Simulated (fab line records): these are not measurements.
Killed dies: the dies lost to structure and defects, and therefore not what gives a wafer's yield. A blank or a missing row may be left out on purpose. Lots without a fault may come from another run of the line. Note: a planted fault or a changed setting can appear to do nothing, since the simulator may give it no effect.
Split-lot trial || flow n5-finfet || on a route of 1938 steps: 7 lots, 21 wafers read

== ABOUT THE SPLIT ==
At N5_PASSIVATION_EXPOSE_07 (exposes mask TV, defocus 0 nm, target cd 3000 nm), the setting dose-mj was moved away from the recipe's 22.75 on 7 of the 21 wafers read, by -5.4% to +3.2%. For the rest of the wafers, this setting stayed at what the recipe calls for.

== FROM THE SPLIT TO THE READING: what the file shows between them, 3 steps ==
- N5_PASSIVATION_PEB_08
- N5_PASSIVATION_DEVELOP_09: develop time 60 s
- N5_PASSIVATION_HARDBAKE_11: time 120 s

== THE READING ==
At N5_PASSIVATION_CD_MEAS_10: cd-nm in nanometres, against a target cd of 3000 nm. A value of 3000.0 nm with a standard deviation of 1.7 nm is what fault-free wafers of this fab line usually give.

{"wafer": "L079.3", "tool, chamber at the split": "krf-scanner-01, 0", "dose-mj as run": 23.48, "against the recipe": "+3.2%", "cd-nm, nm": 3006.8, "against lot-mates on the recipe": "+7.4"}
{"wafer": "L079.4", "tool, chamber at the split": "krf-scanner-01, 0", "dose-mj as run": 22.75, "against the recipe": "recipe", "cd-nm, nm": 2999.4, "against lot-mates on the recipe": "-"}
{"wafer": "L079.6", "tool, chamber at the split": "krf-scanner-01, 0", "dose-mj as run": 23.48, "against the recipe": "+3.2%", "cd-nm, nm": 3007.1, "against lot-mates on the recipe": "+7.7"}
{"wafer": "L089.3", "tool, chamber at the split": "krf-scanner-02, 0", "dose-mj as run": 21.67, "against the recipe": "-4.7%", "cd-nm, nm": 2993.0, "against lot-mates on the recipe": -8.4}
{"wafer": "L089.5", "tool, chamber at the split": "krf-scanner-02, 0", "dose-mj as run": 21.67, "against the recipe": "-4.7%", "cd-nm, nm": 2990.7, "against lot-mates on the recipe": -10.7}
{"wafer": "L089.6", "tool, chamber at the split": "krf-scanner-02, 0", "dose-mj as run": 22.75, "against the recipe": "recipe", "cd-nm, nm": 3001.4, "against lot-mates on the recipe": "-"}
{"wafer": "L085.1", "tool, chamber at the split": "krf-scanner-02, 0", "dose-mj as run": 22.75, "against the recipe": "recipe", "cd-nm, nm": 3000.5, "against lot-mates on the recipe": "-"}
{"wafer": "L085.4", "tool, chamber at the split": "krf-scanner-02, 0", "dose-mj as run": 22.75, "against the recipe": "recipe", "cd-nm, nm": 3000.4, "against lot-mates on the recipe": "-"}
{"wafer": "L085.5", "tool, chamber at the split": "krf-scanner-02, 0", "dose-mj as run": 22.75, "against the recipe": "recipe", "cd-nm, nm": 3001.1, "against lot-mates on the recipe": "-"}
{"wafer": "L087.2", "tool, chamber at the split": "krf-scanner-01, 0", "dose-mj as run": 22.75, "against the recipe": "recipe", "cd-nm, nm": 3003.3, "against lot-mates on the recipe": "-"}
{"wafer": "L087.3", "tool, chamber at the split": "krf-scanner-01, 0", "dose-mj as run": 22.75, "against the recipe": "recipe", "cd-nm, nm": 3000.9, "against lot-mates on the recipe": "-"}
{"wafer": "L087.5", "tool, chamber at the split": "krf-scanner-01, 0", "dose-mj as run": 22.75, "against the recipe": "recipe", "cd-nm, nm": 3002.8, "against lot-mates on the recipe": "-"}
{"wafer": "L090.2", "tool, chamber at the split": "krf-scanner-02, 0", "dose-mj as run": 22.75, "against the recipe": "recipe", "cd-nm, nm": 2998.9, "against lot-mates on the recipe": "-"}
{"wafer": "L090.5", "tool, chamber at the split": "krf-scanner-02, 0", "dose-mj as run": 22.75, "against the recipe": "recipe", "cd-nm, nm": 2999.9, "against lot-mates on the recipe": "-"}
{"wafer": "L090.6", "tool, chamber at the split": "krf-scanner-02, 0", "dose-mj as run": 21.75, "against the recipe": "-4.4%", "cd-nm, nm": 2991.0, "against lot-mates on the recipe": -8.4}
{"wafer": "L094.1", "tool, chamber at the split": "krf-scanner-02, 0", "dose-mj as run": 22.32, "against the recipe": "-1.9%", "cd-nm, nm": 2994.4, "against lot-mates on the recipe": -4.4}
{"wafer": "L094.4", "tool, chamber at the split": "krf-scanner-02, 0", "dose-mj as run": 22.75, "against the recipe": "recipe", "cd-nm, nm": 2998.5, "against lot-mates on the recipe": "-"}
{"wafer": "L094.6", "tool, chamber at the split": "krf-scanner-02, 0", "dose-mj as run": 22.75, "against the recipe": "recipe", "cd-nm, nm": 2999.1, "against lot-mates on the recipe": "-"}
{"wafer": "L097.2", "tool, chamber at the split": "krf-scanner-01, 0", "dose-mj as run": 22.75, "against the recipe": "recipe", "cd-nm, nm": 2997.9, "against lot-mates on the recipe": "-"}
{"wafer": "L097.3", "tool, chamber at the split": "krf-scanner-01, 0", "dose-mj as run": 22.75, "against the recipe": "recipe", "cd-nm, nm": 2998.2, "against lot-mates on the recipe": "-"}
{"wafer": "L097.6", "tool, chamber at the split": "krf-scanner-01, 0", "dose-mj as run": 21.53, "against the recipe": "-5.4%", "cd-nm, nm": 2987.9, "against lot-mates on the recipe": -10.2}

FIT RESULTS
A straight line over all 21 wafers: cd-nm changes by +2.04 nm for each +1% of dose-mj; r = +0.95; the points scatter about the line by 1.6 nm.
The same after taking each lot's own level away (the mean of its wafers on the recipe; 21 wafers): +2.06 nm for each +1%; r = +0.99; scatter 0.72 nm.
According to that fit, moving dose-mj by its largest amount changes the reading by 11 nm.
The lots' own levels span 2998.05 to 3002.33 nm, that is 2.5 times the standard deviation above.
So the lot-to-lot level changes the slope little: the two slopes agree.
Check: -11.1 nm against its lot-mates is what the line predicts for one of the wafers moved furthest among these (-5.4%) when that wafer is left out of the fit. It came out at -10.2 nm against them.

== THE FILE'S OWN FIT ==
cd-nm changes by +2.01 nm for each +1% of dose-mj, r = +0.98.
